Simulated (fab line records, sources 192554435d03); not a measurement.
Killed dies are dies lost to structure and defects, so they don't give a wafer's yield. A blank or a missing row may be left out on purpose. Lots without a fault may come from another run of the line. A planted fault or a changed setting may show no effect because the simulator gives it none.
Which tool did it? | flow n5_finfet | 12 lots, 36 wafers sampled, at 3 steps of a route of 1938

WHAT THE GAUGES READ, wafer by wafer
N5_BEOL_M5_RS_MEAS_57: measures by four-point-probe.
lot  | measured     | on            | M5_RS (ohm/sq)
L102 | day 8 19:52  | film_metro-01 | 0.393 0.392 0.397
L101 | day 8 20:01  | film_metro-02 | 0.378 0.382 0.384
L104 | day 8 20:41  | film_metro-01 | 0.385 0.385 0.391
L103 | day 9 00:38  | film_metro-02 | 0.388 0.380 0.392
L106 | day 9 15:57  | film_metro-02 | 0.386 0.387 0.402
L108 | day 10 01:19 | film_metro-02 | 0.399 0.409 0.389
L109 | day 10 05:35 | film_metro-02 | 0.408 0.405 0.405
L115 | day 11 17:22 | film_metro-01 | 0.408 0.389 0.393
L118 | day 12 20:01 | film_metro-02 | 0.381 0.392 0.394
L119 | day 12 22:52 | film_metro-02 | 0.386 0.406 0.404
L120 | day 13 10:42 | film_metro-02 | 0.390 0.381 0.370
L124 | day 14 11:24 | film_metro-02 | 0.400 0.410 0.386

WHICH TOOL RAN EACH LOT (tool, then ch and the chambers of the sampled wafers, then the start)
lot  | N5_BEOL_M5_ANNEAL_82         | N5_BEOL_M5_CO_CAP_78
L102 | pvd_sputter-02, day 8 15:37  | cvd_co-02 ch 0,1,2, day 8 19:41
L101 | pvd_sputter-03, day 8 15:46  | cvd_co-01 ch 0,1, day 8 19:50
L104 | pvd_sputter-01, day 8 16:17  | cvd_co-02 ch 0,1,2, day 8 20:32
L103 | pvd_sputter-02, day 8 20:23  | cvd_co-02 ch 0,1,2, day 9 00:28
L106 | pvd_sputter-03, day 9 11:07  | cvd_co-01 ch 0,1, day 9 15:44
L108 | pvd_sputter-02, day 9 20:58  | cvd_co-02 ch 1,2, day 10 01:07
L109 | pvd_sputter-03, day 10 01:15 | cvd_co-02 ch 1,2, day 10 05:22
L115 | pvd_sputter-01, day 11 13:07 | cvd_co-02 ch 0,2, day 11 17:11
L118 | pvd_sputter-01, day 12 15:47 | cvd_co-02 ch 0,1, day 12 19:50
L119 | pvd_sputter-03, day 12 18:37 | cvd_co-02 ch 0,2, day 12 22:41
L120 | pvd_sputter-01, day 13 06:28 | cvd_co-02 ch 0,2, day 13 10:31
L124 | pvd_sputter-02, day 14 07:10 | cvd_co-01 ch 0,1,2, day 14 11:14
- N5_BEOL_M5_ANNEAL_82: time 1800 s.
- N5_BEOL_M5_CO_CAP_78: material Co, precursor CCTBA/H2, target thk 2 nm, time 102.1 s.

WHAT THE TOOLS THEMSELVES READ (means of the sampled wafers that have a number; where no wafer has one, the mark that the record gives instead)
N5_BEOL_M5_ANNEAL_82.
lot  | tool           | heater_power_w (W)
L102 | pvd_sputter-02 | 900
L101 | pvd_sputter-03 | 886
L104 | pvd_sputter-01 | 921
L103 | pvd_sputter-02 | 914
L106 | pvd_sputter-03 | 903
L108 | pvd_sputter-02 | 934
L109 | pvd_sputter-03 | 859
L115 | pvd_sputter-01 | 919
L118 | pvd_sputter-01 | 862
L119 | pvd_sputter-03 | 973
L120 | pvd_sputter-01 | 862
L124 | pvd_sputter-02 | 952

N5_BEOL_M5_CO_CAP_78.
lot  | tool      | heater_power_w (W) | run_length_s (s)
L102 | cvd_co-02 | 225                | 125.1
L101 | cvd_co-01 | 197                | 125.5
L104 | cvd_co-02 | 228                | 125.5
L103 | cvd_co-02 | 229                | 125.2
L106 | cvd_co-01 | 209                | 125.5
L108 | cvd_co-02 | 217                | 125.2
L109 | cvd_co-02 | 233                | 124.9
L115 | cvd_co-02 | 243                | 125.1
L118 | cvd_co-02 | 222                | 109.8
L119 | cvd_co-02 | 236                | 109.3
L120 | cvd_co-02 | 245                | 116.7
L124 | cvd_co-01 | 221                | 126.0

THE ANSWER, worked out from the rows above alone
Rule: what is usual is taken from the lots themselves. Put in order of their means at a reading, lots are off if they are a third of the lots or fewer, leave a main group of 4 or more, and stand apart from it by a gap of 3 or more times the standard deviation of the main group's means; of several such gaps the widest counts. A main group whose means are all the same, to the digits that the tables above print for the reading, isn't used. A lot without any number at a reading at which 4 lots or more have one is off too. The other lots that the step has rows for count as sound. The gauges are gone through in route order, then the tools' own readings, and for those a lot's mean is taken as printed above. The first step at which some lot is off is used, and at that step the reading that is off furthest; a lot without a number counts as furthest.
Off: L118, L119, L120, at N5_BEOL_M5_CO_CAP_78 (run_length_s). The main group: mean 125.3 s, standard deviation 0.31.
A tool fits if, at that step or a process step before it, it ran every lot that is off, and no sound lot after the first of them. One fits: cvd_co-02 at N5_BEOL_M5_CO_CAP_78. Its last sound lot is L115 (day 11 17:11), its first lot that is off L118 (day 12 19:50): a fault that began between those two fits.
The tool's own readings at N5_BEOL_M5_CO_CAP_78 bear it out: on the lots that are off they differ by more than 5 times the standard deviation of the sound lots' means. run_length_s reads 111.9 s there against 125.3 s on the sound lots.

WHAT THE SIMULATOR HAD PUT IN
Process parameter drift: cvd_co-02, from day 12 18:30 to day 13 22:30, at N5_BEOL_M5_CO_CAP_78. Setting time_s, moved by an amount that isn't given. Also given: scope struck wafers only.
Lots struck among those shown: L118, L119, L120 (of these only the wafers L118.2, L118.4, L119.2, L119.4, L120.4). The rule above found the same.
